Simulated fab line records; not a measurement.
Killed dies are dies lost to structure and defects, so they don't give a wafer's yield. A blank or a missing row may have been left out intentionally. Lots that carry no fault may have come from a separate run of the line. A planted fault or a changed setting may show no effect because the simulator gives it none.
Chamber matching -- flow n5-finfet -- N5_BEOL_M0_STRIP_142 on rie-diel-01 has 4 sister chambers
The step strips in N2/H2, time 10 s. 4 wafers are shown with their chamber, then 10 later ones without.

WAFERS, EACH WITH ITS CHAMBER
wafer,chamber,showerhead-plenum-p-Torr (Torr)
L084.6,2,2.59
L087.5,1,2.40
L089.3,0,2.64
L089.4,3,2.50

WAFERS WHOSE CHAMBER IS MISSING
wafer,showerhead-plenum-p-Torr (Torr)
L089.6,2.50
L090.1,2.64
L090.4,2.39
L090.6,2.58
L094.2,2.39
L094.5,2.50
L094.6,2.63
L095.1,2.50
L095.3,2.39
L095.4,2.63

WHICH CHAMBER EACH WENT THROUGH
wafer,from the rows above,in truth
L089.6,3,3
L090.1,0,0
L090.4,1,1
L090.6,2,2
L094.2,1,1
L094.5,3,3
L094.6,0,0
L095.1,3,3
L095.3,1,1
L095.4,0,0
10 of 10 placed correctly. Number that these rows cannot place: 0. Placed wrongly: 0.
How it was worked out, from the rows above alone: a wafer's distance from a chamber is the root of the sum, over the readings, of the square of ((its reading less the chamber's mean) divided by the reading's scatter). The wafer belongs to the nearest chamber; if the next one is less than 2 further off, it can't be placed. The mean given for a chamber averages the wafers shown for that chamber. The scatter (one wafer shown for each chamber): square how far every hidden wafer sits from the nearest shown wafer, average those squares and take the square root.
